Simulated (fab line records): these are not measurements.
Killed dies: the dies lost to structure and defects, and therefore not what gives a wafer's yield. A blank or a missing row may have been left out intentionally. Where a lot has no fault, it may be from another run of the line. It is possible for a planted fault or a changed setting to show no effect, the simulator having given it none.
Chamber matching :: flow n5_finfet :: N5_BEOL_M2_PRE_CLEAN_60 on cvd_co-02: 3 sister chambers
The step time 15 s. 30 wafers are shown with their chamber, then 12 later ones without.

## WAFERS PAIRED WITH THEIR CHAMBERS
wafer: L074.2
chamber: 0
heater_power_w (W): 97

wafer: L074.3
chamber: 2
heater_power_w (W): 121

wafer: L074.6
chamber: 0
heater_power_w (W): 96

wafer: L075.1
chamber: 2
heater_power_w (W): 125

wafer: L075.4
chamber: 1
heater_power_w (W): 87

wafer: L075.6
chamber: 2
heater_power_w (W): 123

wafer: L077.2
chamber: 1
heater_power_w (W): 88

wafer: L077.3
chamber: 2
heater_power_w (W): 123

wafer: L077.4
chamber: 1
heater_power_w (W): 89

wafer: L079.1
chamber: 2
heater_power_w (W): 122

wafer: L079.4
chamber: 1
heater_power_w (W): 89

wafer: L079.6
chamber: 2
heater_power_w (W): 125

wafer: L081.1
chamber: 1
heater_power_w (W): 90

wafer: L081.4
chamber: 0
heater_power_w (W): 97

wafer: L081.5
chamber: 1
heater_power_w (W): 90

wafer: L082.1
chamber: 1
heater_power_w (W): 90

wafer: L082.2
chamber: 2
heater_power_w (W): 122

wafer: L082.5
chamber: 2
heater_power_w (W): 121

wafer: L084.2
chamber: 0
heater_power_w (W): 95

wafer: L084.3
chamber: 1
heater_power_w (W): 91

wafer: L084.5
chamber: 0
heater_power_w (W): 97

wafer: L083.3
chamber: 1
heater_power_w (W): 89

wafer: L083.4
chamber: 0
heater_power_w (W): 97

wafer: L083.6
chamber: 1
heater_power_w (W): 90

wafer: L086.3
chamber: 1
heater_power_w (W): 88

wafer: L086.5
chamber: 0
heater_power_w (W): 98

wafer: L086.6
chamber: 1
heater_power_w (W): 91

wafer: L089.3
chamber: 0
heater_power_w (W): 98

wafer: L089.5
chamber: 2
heater_power_w (W): 121

wafer: L089.6
chamber: 1
heater_power_w (W): 88

SIGNATURES, as means of the wafers listed above
reading: heater_power_w
chamber 0: 96.88
chamber 1: 89.23
chamber 2: 122.56
scatter within a chamber: 1.3
Rule: distance of a wafer from a chamber = root of the sum over the readings of ((wafer's reading minus chamber's mean) / reading's scatter) squared. If the next closest chamber is less than 2 further off than the closest, the wafer can't be placed; otherwise it belongs to the closest. How the scatter is found: for the shown wafers, subtract from each reading the mean of its chamber, square and add these, divide the total by (wafers less chambers), then take the root.

## WAFERS WITH NO CHAMBER GIVEN
wafer: L090.1
heater_power_w (W): 96

wafer: L090.5
heater_power_w (W): 99

wafer: L090.6
heater_power_w (W): 125

wafer: L092.1
heater_power_w (W): 97

wafer: L092.2
heater_power_w (W): 128

wafer: L092.4
heater_power_w (W): 98

wafer: L096.2
heater_power_w (W): 126

wafer: L096.4
heater_power_w (W): 90

wafer: L096.6
heater_power_w (W): 120

wafer: L097.3
heater_power_w (W): 95

wafer: L097.5
heater_power_w (W): 121

wafer: L097.6
heater_power_w (W): 96

## WHICH CHAMBER EACH ONE RAN IN
wafer: L090.1
from the rows above: 0
in truth: 0

wafer: L090.5
from the rows above: 0
in truth: 0

wafer: L090.6
from the rows above: 2
in truth: 2

wafer: L092.1
from the rows above: 0
in truth: 0

wafer: L092.2
from the rows above: 2
in truth: 2

wafer: L092.4
from the rows above: 0
in truth: 0

wafer: L096.2
from the rows above: 2
in truth: 2

wafer: L096.4
from the rows above: 1
in truth: 1

wafer: L096.6
from the rows above: 2
in truth: 2

wafer: L097.3
from the rows above: 0
in truth: 0

wafer: L097.5
from the rows above: 2
in truth: 2

wafer: L097.6
from the rows above: 0
in truth: 0
Correctly placed: 12 of 12. Number that these rows cannot place: 0. Number placed wrongly: 0.
